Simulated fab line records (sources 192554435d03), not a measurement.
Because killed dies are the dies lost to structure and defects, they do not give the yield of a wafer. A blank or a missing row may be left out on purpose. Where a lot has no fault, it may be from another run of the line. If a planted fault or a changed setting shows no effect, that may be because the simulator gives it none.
What tool caused it? + flow n5Finfet + 9 lots with 27 wafers sampled at 4 steps, on a route of 1938 steps

WHAT EACH GAUGE READ, for each wafer
N5_BEOL_M4_RC_MEAS_101.
| lot  | measured     | on        | IOFF_N_LONG (nA/um)       |
|------|--------------|-----------|---------------------------|
| L707 | day 7 15:10  | prober-02 | 5.4e-05 5.2e-05 5.2e-05   |
| L709 | day 8 00:16  | prober-01 | 5.6e-05 5.5e-05 5.6e-05   |
| L711 | day 9 07:14  | prober-01 | 5.4e-05 5.3e-05 5.5e-05   |
| L712 | day 9 04:34  | prober-01 | 5.8e-05 5.6e-05 5.8e-05   |
| L717 | day 10 05:30 | prober-01 | 5.2e-05 5e-05 5.1e-05     |
| L721 | day 11 04:51 | prober-01 | 5.8e-05 5.9e-05 5.7e-05   |
| L722 | day 11 22:08 | prober-02 | 5.5e-05 0.000145 0.000141 |
| L726 | day 12 09:55 | prober-02 | 5.6e-05 0.000145 0.000146 |
| L728 | day 13 02:19 | prober-01 | 5.6e-05 5.7e-05 5.6e-05   |

TOOL THAT RAN EACH LOT (tool first, then ch and the chambers of the sampled wafers, then the start)
| lot  | N5_HKMG_FIN_STRIP_19               | N5_HKMG_FIN_NWFM_ALD_20           | N5_HKMG_FIN_ETCH_67              |
|------|------------------------------------|-----------------------------------|----------------------------------|
| L707 | plasmaAsher-02 ch 0,1, day 4 05:07 | aldMetal-01 ch 0,1,2, day 4 06:37 | rieDiel-03 ch 1,2, day 4 07:02   |
| L709 | plasmaAsher-01 ch 0,1, day 4 16:03 | aldMetal-02 ch 2,3, day 4 17:25   | rieDiel-05 ch 0,1,3, day 4 17:50 |
| L711 | plasmaAsher-02 ch 0,1, day 5 05:38 | aldMetal-03 ch 1,2, day 5 07:17   | rieDiel-03 ch 0,1,2, day 5 07:50 |
| L712 | plasmaAsher-02 ch 0,1, day 5 12:42 | aldMetal-01 ch 0,1,3, day 5 14:07 | rieDiel-05 ch 1,2,3, day 5 14:33 |
| L717 | plasmaAsher-01 ch 0,1, day 6 18:23 | aldMetal-03 ch 0,1,3, day 6 19:44 | rieDiel-03 ch 0,2,3, day 6 20:11 |
| L721 | plasmaAsher-01 ch 0,1, day 7 17:20 | aldMetal-03 ch 1,2,3, day 7 18:42 | rieDiel-06 ch 0,3, day 7 19:09   |
| L722 | plasmaAsher-02 ch 0,1, day 8 01:34 | aldMetal-03 ch 0,2,3, day 8 03:09 | rieDiel-06 ch 0,3, day 8 03:42   |
| L726 | plasmaAsher-02 ch 0,1, day 8 20:32 | aldMetal-03 ch 0,1,2, day 8 21:57 | rieDiel-06 ch 2,3, day 8 22:26   |
| L728 | plasmaAsher-01 ch 0,1, day 9 09:58 | aldMetal-02 ch 0,2,3, day 9 11:20 | rieDiel-03 ch 1,2, day 9 11:46   |
- N5_HKMG_FIN_STRIP_19: strips in N2/H2, time 360 s.
- N5_HKMG_FIN_NWFM_ALD_20: deposits TiAlC, target thk 2 nm, pulse time 3 s, purge time 2 s.
- N5_HKMG_FIN_ETCH_67: etches SOC in N2/H2, stops on TiN, target depth 388.9 nm.

THE ANSWER, worked out from the rows above alone
Rule: usual is defined by the lots themselves. The widest of any qualifying gaps counts: lots, ordered by their means at a reading, are off when they make up no more than a third of the lots, leave a main group of 4 or more, and stand apart from it by 3 or more times the standard deviation of that group's means. Not used: any main group whose means are identical at the precision the tables above print for the reading. Also off: a lot with no number at a reading for which 4 or more lots have one. Where the step has rows for the other lots, those lots are counted as sound.
Off: at N5_BEOL_M4_RC_MEAS_101 (IOFF_N_LONG), L722, L726. The main group: mean 5.5e-05 nA/um, standard deviation 2.4e-06.
If a tool, at a process step before that reading, ran all the lots that are off and no sound lot after the first of them, it fits. Gauges at N5_BEOL_M4_RC_MEAS_101: tried the same way as those tools. Can't be told from this: 4 tools fit, plasmaAsher-02 at N5_HKMG_FIN_STRIP_19, aldMetal-03 at N5_HKMG_FIN_NWFM_ALD_20, rieDiel-06 at N5_HKMG_FIN_ETCH_67, prober-02 at N5_BEOL_M4_RC_MEAS_101.

WHAT HAD BEEN PUT IN BY THE SIMULATOR
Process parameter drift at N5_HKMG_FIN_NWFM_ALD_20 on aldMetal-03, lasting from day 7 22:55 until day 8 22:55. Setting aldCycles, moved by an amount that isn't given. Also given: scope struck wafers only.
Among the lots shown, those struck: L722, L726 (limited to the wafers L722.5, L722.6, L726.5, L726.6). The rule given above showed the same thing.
